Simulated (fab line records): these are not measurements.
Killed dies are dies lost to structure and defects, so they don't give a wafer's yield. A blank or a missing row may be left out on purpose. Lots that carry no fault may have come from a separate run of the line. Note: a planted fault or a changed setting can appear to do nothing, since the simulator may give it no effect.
The tool behind it: which one?	flow n5Finfet	24 lots, 72 wafers sampled, at 6 steps of a route of 1938

## WHAT THE GAUGES READ, wafer by wafer
N5_START_INSPECT_01: inspects for defects (unpatterned scan). Usual: rawDefectCount at 5.6, with a standard deviation of 2.5.
lot	measured	on	rawDefectCount	flag
L074	day 1 12:02	defectInspect-01	7 10 8	
L075	day 1 18:02	defectInspect-01	4 4 6	
L076	day 2 00:02	defectInspect-02	6 4 5	
L077	day 2 06:02	defectInspect-02	6 2 4	
L078	day 2 12:02	defectInspect-01	4 2 6	
L079	day 2 18:02	defectInspect-02	4 10 5	
L080	day 3 00:02	defectInspect-01	1 4 9	
L081	day 3 06:02	defectInspect-02	7 5 4	
L082	day 3 12:02	defectInspect-02	8 11 3	
L083	day 3 18:02	defectInspect-02	6 6 4	
L084	day 4 00:02	defectInspect-01	10 3 6	
L085	day 4 06:02	defectInspect-01	6 10 6	
L086	day 4 12:02	defectInspect-01	3 5 6	
L087	day 4 18:02	defectInspect-02	10 11 12	
L088	day 5 00:02	defectInspect-02	9 9 5	
L089	day 5 06:02	defectInspect-02	9 8 7	
L090	day 5 12:02	defectInspect-02	6 7 7	
L091	day 5 18:02	defectInspect-02	4 5 7	
L092	day 6 00:02	defectInspect-01	11 5 4	
L093	day 6 06:02	defectInspect-02	7 9 3	
L094	day 6 12:02	defectInspect-01	2 8 5	
L095	day 6 18:02	defectInspect-01	3 6 5	
L096	day 7 00:02	defectInspect-02	8 4 7	
L097	day 7 06:05	defectInspect-01	8 4 3	

N5_FIN_SAQP_THK_MEAS_07. Usual: thkNm at 59.5 nm, with a standard deviation of 0.78.
lot	measured	on	thkNm (nm)	flag
L074	day 1 21:35	filmMetro-02	58.8 60.0 61.5	
L075	day 2 03:40	filmMetro-02	58.0 59.7 59.3	
L076	day 2 09:30	filmMetro-01	59.2 59.2 59.8	
L077	day 2 15:32	filmMetro-01	59.3 60.5 59.7	
L078	day 2 21:03	filmMetro-02	59.5 60.4 60.4	
L079	day 3 02:52	filmMetro-02	58.6 59.8 60.6	
L080	day 3 09:49	filmMetro-01	59.1 60.0 60.9	
L081	day 3 15:49	filmMetro-02	58.9 59.3 60.5	
L082	day 3 22:06	filmMetro-01	59.6 59.0 59.5	
L083	day 4 03:49	filmMetro-02	59.3 59.8 59.5	
L084	day 4 09:43	filmMetro-01	58.7 58.1 59.0	
L085	day 4 16:11	filmMetro-01	59.9 58.8 59.2	
L086	day 4 22:31	filmMetro-01	58.2 58.6 59.4	
L087	day 5 02:56	filmMetro-02	59.9 58.8 61.0	
L088	day 5 10:34	filmMetro-01	59.5 59.5 61.0	
L089	day 5 17:55	filmMetro-01	59.0 58.9 60.3	
L090	day 5 21:55	filmMetro-02	58.9 58.8 60.7	
L091	day 6 05:23	filmMetro-02	59.9 59.2 59.6	
L092	day 6 12:13	filmMetro-01	58.6 59.5 58.6	
L093	day 6 15:57	filmMetro-02	57.6 59.7 59.3	
L094	day 6 23:01	filmMetro-02	59.1 60.5 60.0	
L095	day 7 04:27	filmMetro-01	58.6 58.2 60.1	
L096	day 7 10:51	filmMetro-01	59.5 59.0 58.8	
L097	day 7 15:40	filmMetro-01	59.8 59.1 59.9	

N5_SD_EPI_N_OVL_MEAS_10. Usual: SD_N_BLK_OVL gives -0.4 nm (standard deviation 0.71).
lot	measured	on	SD_N_BLK_OVL (nm)	flag
L074	day 3 01:59	overlay-02	-1.5 -0.5 -0.7	
L075	day 3 06:28	overlay-02	-0.5 -0.2 0.8	
L076	day 3 13:20	overlay-02	-1.2 -0.8 -0.6	
L077	day 3 18:37	overlay-01	-0.4 -1.0 -1.2	
L078	day 4 00:09	overlay-02	-0.9 -2.2 -0.3	
L079	day 4 06:32	overlay-02	0.1 -0.4 -0.7	
L080	day 4 16:17	overlay-01	-2.3 -0.4 -0.3	
L081	day 4 18:10	overlay-01	-0.1 -0.3 0.6	
L082	day 5 01:17	overlay-01	-0.2 -0.1 -0.4	
L083	day 5 08:25	overlay-01	0.4 -0.2 -0.4	
L084	day 5 17:38	overlay-01	-0.1 -1.2 -0.7	
L085	day 5 20:10	overlay-01	-0.3 0.0 -0.4	
L086	day 6 04:36	overlay-02	-0.7 0.1 -1.9	
L087	day 6 14:38	overlay-01	0.4 0.6 0.5	
L088	day 6 16:27	overlay-01	-0.9 0.2 0.0	
L089	day 6 22:04	overlay-02	-0.7 -0.7 -0.3	
L090	day 7 04:30	overlay-02	-0.4 -0.4 -0.1	
L091	day 7 10:06	overlay-01	-1.3 -0.1 -0.7	
L092	day 7 18:56	overlay-01	-0.1 -0.2 0.1	
L093	day 7 22:40	overlay-01	0.4 -0.2 -0.7	
L094	day 8 03:39	overlay-02	-0.5 0.5 1.3	
L095	day 8 10:03	overlay-01	0.8 -0.1 -0.1	
L096	day 8 15:10	overlay-02	-0.4 -0.3 -0.7	
L097	day 8 20:50	overlay-02	-0.2 0.0 -1.5	

## WHICH TOOL RAN EACH LOT (tool, then ch and the chambers of the sampled wafers, then the start)
lot	N5_FIN_SAQP_ETCH_51	N5_STI_FIN_REVEAL_ETCHBACK_08	N5_DUMMY_GATE_HM_OPEN_21
L074	rieDiel-02 ch 0,2,3, day 1 22:12	rieDiel-02 ch 0,1,2, day 2 10:36	rieDiel-03 ch 1,2,3, day 3 00:10
L075	rieDiel-06 ch 1,2,3, day 2 04:10	rieDiel-01 ch 1,2, day 2 15:55	rieDiel-05 ch 1,2,3, day 3 04:12
L076	rieDiel-02 ch 0,1,3, day 2 10:17	rieDiel-06 ch 0,1, day 2 23:05	rieDiel-03 ch 1,2, day 3 11:28
L077	rieDiel-01 ch 2,3, day 2 16:09	rieDiel-01 ch 2,3, day 3 04:10	rieDiel-05 ch 0,1, day 3 16:40
L078	rieDiel-06 ch 0,1, day 2 21:40	rieDiel-01 ch 2,3, day 3 10:04	rieDiel-03 ch 2,3, day 3 22:28
L079	rieDiel-02 ch 0,1, day 3 03:34	rieDiel-01 ch 0,1,2, day 3 15:20	rieDiel-03 ch 2,3, day 4 04:44
L080	rieDiel-01 ch 1,2,3, day 3 10:26	rieDiel-02 ch 1,2, day 3 23:10	rieDiel-05 ch 0,2, day 4 13:50
L081	rieDiel-06 ch 0,2,3, day 3 16:26	rieDiel-02 ch 0,1,3, day 4 04:18	rieDiel-03 ch 0,2, day 4 16:29
L082	rieDiel-06 ch 0,1,2, day 3 22:35	rieDiel-06 ch 0,2, day 4 10:17	rieDiel-05 ch 1,2, day 4 23:41
L083	rieDiel-02 ch 0,1, day 4 04:28	rieDiel-02 ch 0,3, day 4 16:24	rieDiel-05 ch 0,1, day 5 06:44
L084	rieDiel-02 ch 2,3, day 4 10:26	rieDiel-06 ch 0,2,3, day 4 23:38	rieDiel-03 ch 1,2,3, day 5 14:42
L085	rieDiel-01 ch 1,2,3, day 4 17:43	rieDiel-06 ch 2,3, day 5 05:55	rieDiel-03 ch 1,3, day 5 18:18
L086	rieDiel-02 ch 0,3, day 4 23:08	rieDiel-06 ch 0,1,2, day 5 11:19	rieDiel-05 ch 0,1,2, day 6 02:46
L087	rieDiel-06 ch 0,2, day 5 04:29	rieDiel-01 ch 0,1,2, day 5 23:36	rieDiel-03 ch 1,2,3, day 6 12:20
L088	rieDiel-06 ch 0,3, day 5 13:18	rieDiel-06 ch 0,1,2, day 6 02:23	rieDiel-05 ch 1,2, day 6 14:46
L089	rieDiel-01 ch 1,2, day 5 19:23	rieDiel-02 ch 0,2, day 6 07:41	rieDiel-04 ch 0,2,3, day 6 20:28
L090	rieDiel-06 ch 0,1, day 5 23:15	rieDiel-01 ch 0,1, day 6 14:14	rieDiel-03 ch 0,1,3, day 7 02:49
L091	rieDiel-06 ch 0,1,2, day 6 06:40	rieDiel-01 ch 1,2, day 6 19:56	rieDiel-04 ch 1,3, day 7 08:25
L092	rieDiel-06 ch 0,1, day 6 13:06	rieDiel-06 ch 1,2,3, day 7 02:43	rieDiel-04 ch 0,1,2, day 7 16:36
L093	rieDiel-06 ch 1,3, day 6 16:34	rieDiel-02 ch 0, day 7 04:35	rieDiel-05 ch 0,1,3, day 7 20:46
L094	rieDiel-01 ch 0,2,3, day 6 23:42	rieDiel-02 ch 0,1, day 7 12:55	rieDiel-03 ch 0,1,3, day 8 01:41
L095	rieDiel-01 ch 0,2,3, day 7 05:12	rieDiel-02 ch 1,2,3, day 7 19:37	rieDiel-05 ch 1,2,3, day 8 08:14
L096	rieDiel-02 ch 0,1, day 7 11:29	rieDiel-06 ch 0,2, day 7 23:35	rieDiel-05 ch 0,3, day 8 12:20
L097	rieDiel-01 ch 0,2,3, day 7 16:10	rieDiel-06 ch 0,2,3, day 8 04:29	rieDiel-03 ch 0,1,2, day 8 17:08
- N5_FIN_SAQP_ETCH_51: etches SiARC in CF4, target depth 45.5 nm, time 75.8 s.
- N5_STI_FIN_REVEAL_ETCHBACK_08: etches SiO2 in C4F6/O2, target depth 30.5 nm, time 10.167 s.
- N5_DUMMY_GATE_HM_OPEN_21: chemistry CH3F/O2, target SiNx, target depth 120 nm, time 171.4 s.

## WHAT THE TOOLS THEMSELVES READ (means of the sampled wafers that have a number; where no wafer has one, the mark that the record gives instead)
N5_FIN_SAQP_ETCH_51. Usual: drypumpMotorCurrentA 5.6 A, standard deviation 0.47; etchRfOnTimeS 75.9 s, standard deviation 1.8; oesProductAu 0.65 a.u., standard deviation 0.077; rfVppV 183.7 V, standard deviation 1; showerheadPlenumPTorr 2.10 Torr, standard deviation 0.056; throttleValvePct 15.65 %, standard deviation 0.2.
lot	tool	drypumpMotorCurrentA (A)	etchRfOnTimeS (s)	oesProductAu (a.u.)	rfVppV (V)	showerheadPlenumPTorr (Torr)	throttleValvePct (%)	flag
L074	rieDiel-02	5.9	75.4	0.62	183.2	2.05	15.61	
L075	rieDiel-06	5.2	75.2	0.72	184.5	2.16	15.51	
L076	rieDiel-02	5.8	77.5	0.62	183.3	2.05	15.57	
L077	rieDiel-01	5.4	74.8	0.61	184.0	2.13	15.67	
L078	rieDiel-06	5.1	76.4	0.69	183.9	2.13	15.47	
L079	rieDiel-02	5.5	78.7	0.61	183.4	2.05	15.68	
L080	rieDiel-01	5.9	75.7	0.60	184.1	2.12	15.85	
L081	rieDiel-06	5.4	74.2	0.67	184.3	2.11	15.67	
L082	rieDiel-06	5.3	75.4	0.71	184.0	2.12	15.62	
L083	rieDiel-02	5.5	76.9	0.62	182.5	2.05	15.66	
L084	rieDiel-02	5.8	76.4	0.59	183.2	2.04	15.74	
L085	rieDiel-01	5.9	74.8	0.60	183.9	2.12	15.87	
L086	rieDiel-02	5.9	75.8	0.62	183.6	2.05	15.58	
L087	rieDiel-06	5.5	75.3	0.67	183.0	2.07	15.78	
L088	rieDiel-06	5.5	75.3	0.60	183.3	2.05	15.75	
L089	rieDiel-01	6.2	76.1	0.59	184.1	2.11	15.88	
L090	rieDiel-06	5.3	75.6	0.63	182.7	2.07	15.68	
L091	rieDiel-06	5.3	75.4	0.68	184.1	2.12	15.66	
L092	rieDiel-06	5.3	76.9	0.62	183.9	2.07	15.70	
L093	rieDiel-06	5.2	73.1	0.81	182.9	2.13	15.21	
L094	rieDiel-01	5.7	75.3	0.70	183.8	2.13	15.58	
L095	rieDiel-01	5.8	75.7	0.69	183.9	2.13	15.59	
L096	rieDiel-02	5.5	77.8	0.60	183.9	2.04	15.71	
L097	rieDiel-01	5.7	75.8	0.68	183.8	2.13	15.60	

N5_STI_FIN_REVEAL_ETCHBACK_08. Usual: drypumpMotorCurrentA 5.6 A, standard deviation 0.51; oesProductAu 0.76 a.u., standard deviation 0.091; rfVppV 658 V, standard deviation 12; showerheadPlenumPTorr 2.80 Torr, standard deviation 0.086; throttleValvePct 21.17 %, standard deviation 0.22.
lot	tool	drypumpMotorCurrentA (A)	oesProductAu (a.u.)	rfVppV (V)	showerheadPlenumPTorr (Torr)	throttleValvePct (%)	flag
L074	rieDiel-02	5.5	0.72	656	2.72	21.23	
L075	rieDiel-01	5.7	0.73	668	2.82	21.18	
L076	rieDiel-06	5.3	0.76	647	2.76	21.19	
L077	rieDiel-01	5.7	0.71	664	2.83	21.39	
L078	rieDiel-01	5.8	0.70	664	2.83	21.40	
L079	rieDiel-01	5.9	0.76	661	2.84	21.24	
L080	rieDiel-02	5.4	0.69	661	2.72	21.32	
L081	rieDiel-02	5.9	0.71	654	2.72	21.05	
L082	rieDiel-06	5.5	0.77	641	2.75	21.32	
L083	rieDiel-02	5.9	0.73	649	2.71	21.01	
L084	rieDiel-06	5.4	0.76	650	2.79	21.20	
L085	rieDiel-06	5.4	0.83	662	2.85	21.20	
L086	rieDiel-06	5.3	0.82	658	2.82	21.19	
L087	rieDiel-01	5.9	0.73	661	2.83	21.26	
L088	rieDiel-06	5.3	0.80	658	2.81	21.20	
L089	rieDiel-02	5.6	0.72	650	2.71	21.21	
L090	rieDiel-01	6.2	0.75	654	2.86	21.31	
L091	rieDiel-01	5.7	0.69	669	2.80	21.24	
L092	rieDiel-06	5.2	0.88	668	2.85	21.00	
L093	rieDiel-02	5.6	0.73	646	2.70	21.11	
L094	rieDiel-02	5.5	0.69	657	2.71	21.23	
L095	rieDiel-02	5.8	0.78	661	2.81	21.07	
L096	rieDiel-06	5.5	0.95	649	2.97	21.08	
L097	rieDiel-06	5.4	0.93	655	2.89	21.02	

N5_DUMMY_GATE_HM_OPEN_21. Usual: CH3F_flow_sccm 30.00 sccm, standard deviation 0.085; drypumpMotorCurrentA 5.5 A, standard deviation 0.36; oesProductAu 0.76 a.u., standard deviation 0.062; rfVppV 300 V, standard deviation 6.1; showerheadPlenumPTorr 2.03 Torr, standard deviation 0.049; throttleValvePct 16.51 %, standard deviation 0.13.
lot	tool	CH3F_flow_sccm (sccm)	drypumpMotorCurrentA (A)	oesProductAu (a.u.)	rfVppV (V)	showerheadPlenumPTorr (Torr)	throttleValvePct (%)	flag
L074	rieDiel-03	29.99	5.3	0.76	306	2.08	16.52	
L075	rieDiel-05	29.92	5.6	0.75	297	2.02	16.43	
L076	rieDiel-03	29.99	5.1	0.76	303	2.05	16.42	
L077	rieDiel-05	30.17	5.7	0.74	300	2.07	16.52	
L078	rieDiel-03	29.94	5.2	0.72	304	2.10	16.53	
L079	rieDiel-03	29.89	5.4	0.75	308	2.10	16.64	
L080	rieDiel-05	29.99	5.5	0.75	295	2.05	16.42	
L081	rieDiel-03	30.04	5.2	0.76	300	2.05	16.39	
L082	rieDiel-05	30.01	5.3	0.74	292	2.02	16.41	
L083	rieDiel-05	30.09	5.6	0.72	298	2.04	16.51	
L084	rieDiel-03	29.99	5.3	0.75	305	2.07	16.56	
L085	rieDiel-03	29.98	5.4	0.78	309	2.08	16.67	
L086	rieDiel-05	30.03	5.6	0.73	296	2.04	16.49	
L087	rieDiel-03	30.03	5.3	0.74	306	2.07	16.57	
L088	rieDiel-05	30.02	5.4	0.72	293	2.01	16.44	
L089	rieDiel-04	29.99	5.9	0.71	299	1.98	16.58	
L090	rieDiel-03	29.98	5.4	0.80	304	2.03	16.54	
L091	rieDiel-04	29.92	5.4	0.76	290	2.02	16.72	
L092	rieDiel-04	29.97	6.1	0.74	299	1.99	16.59	
L093	rieDiel-05	30.04	5.7	0.73	302	2.03	16.55	
L094	rieDiel-03	30.04	5.4	0.80	304	2.03	16.56	
L095	rieDiel-05	29.96	5.5	0.72	297	2.01	16.49	
L096	rieDiel-05	30.03	5.8	0.74	304	2.03	16.54	
L097	rieDiel-03	30.05	5.2	0.76	301	2.02	16.46	

## THE ANSWER, worked out from the rows above alone
Rule: take the mean of a lot's wafers that have a number; if it is more than 3 standard deviations from the usual mean, the lot is off. A lot without any number at a reading at which 4 lots or more have one is off too. Where the step has rows for the other lots, those lots are counted as sound. The gauges are gone through in route order, then the tools' own readings, and for those a lot's mean is taken as printed above. The first step at which some lot is off is used, and at that step the reading that is off furthest; a lot without a number counts as furthest.
Across all readings shown, no lot is off: no conclusion can be drawn from this.

## WHAT HAD BEEN PUT IN BY THE SIMULATOR
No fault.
